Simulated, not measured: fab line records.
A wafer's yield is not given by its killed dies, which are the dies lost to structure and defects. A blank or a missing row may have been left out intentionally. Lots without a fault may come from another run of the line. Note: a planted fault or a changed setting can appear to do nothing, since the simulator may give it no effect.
Matching of chambers    flow n5 finfet    4 sister chambers for N5_MOL_CONTACT_COAG_ETCHBACK_135 on rie diel-02
The step etches SiO2 in CHF3, target depth 25 nm, time 16.7 s. 18 wafers are shown with their chamber, then 9 later ones without.

== WAFERS PAIRED WITH THEIR CHAMBERS ==
wafer   chamber  showerhead plenum p Torr (Torr)  drypump motor current A (A)  oes product au (a.u.)
L077.2  2        2.34                             5.7                          0.93
L077.4  0        2.47                             5.9                          0.74
L077.5  2        2.34                             5.7                          0.94
L081.1  0        2.47                             5.9                          0.73
L081.2  2        2.33                             5.7                          0.90
L081.5  2        2.33                             5.7                          0.90
L082.1  3        2.48                             5.2                          0.74
L082.3  2        2.33                             5.7                          0.90
L082.4  1        2.34                             5.8                          0.95
L083.1  2        2.33                             5.6                          0.90
L083.3  0        2.47                             5.9                          0.73
L083.6  1        2.34                             5.8                          0.94
L084.1  0        2.46                             5.9                          0.72
L084.3  2        2.33                             5.6                          0.90
L084.4  3        2.48                             5.2                          0.74
L089.3  3        2.47                             5.2                          0.73
L089.5  0        2.46                             5.8                          0.72
L089.6  3        2.47                             5.2                          0.74

SIGNATURES (averages over the wafers above)
reading                   chamber 0  chamber 1  chamber 2  chamber 3  scatter within a chamber
showerhead plenum p Torr  2.4660     2.3400     2.3329     2.4750     0.00509
drypump motor current A   5.880      5.800      5.671      5.200      0.0399
oes product au            0.7280     0.9450     0.9100     0.7375     0.0125
Rule: for a wafer and a chamber, the distance is found by dividing, reading by reading, the gap between the wafer's reading and the chamber's mean by the reading's scatter, squaring, summing and taking the root. The wafer belongs to the nearest chamber; if the next one is less than 2 further off, it can't be placed. The scatter is the square root of a quotient: the sum, over the shown wafers, of each reading's squared deviation from its chamber's mean, divided by wafers minus chambers.

== WAFERS WITHOUT THEIR CHAMBER ==
wafer   showerhead plenum p Torr (Torr)  drypump motor current A (A)  oes product au (a.u.)
L094.1  2.47                             5.2                          0.72
L094.3  2.33                             5.8                          0.88
L094.4  2.33                             5.9                          0.88
L095.1  2.47                             5.2                          0.72
L095.2  2.33                             5.8                          0.87
L095.5  2.32                             5.7                          0.85
L097.2  2.33                             5.9                          0.86
L097.5  2.33                             5.9                          0.87
L097.6  2.32                             5.7                          0.85

== WHICH CHAMBER EACH WENT THROUGH ==
wafer   from the rows above      in truth
L094.1  3                        3
L094.3  can't be placed: 2 or 1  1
L094.4  can't be placed: 1 or 2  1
L095.1  3                        3
L095.2  can't be placed: 2 or 1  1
L095.5  2                        2
L097.2  can't be placed: 2 or 1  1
L097.5  can't be placed: 2 or 1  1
L097.6  2                        2
Placed correctly: 4 of 9. Cannot be placed on the basis of these rows: 5; the candidates contain the true chamber in 5. Number placed wrongly: 0.
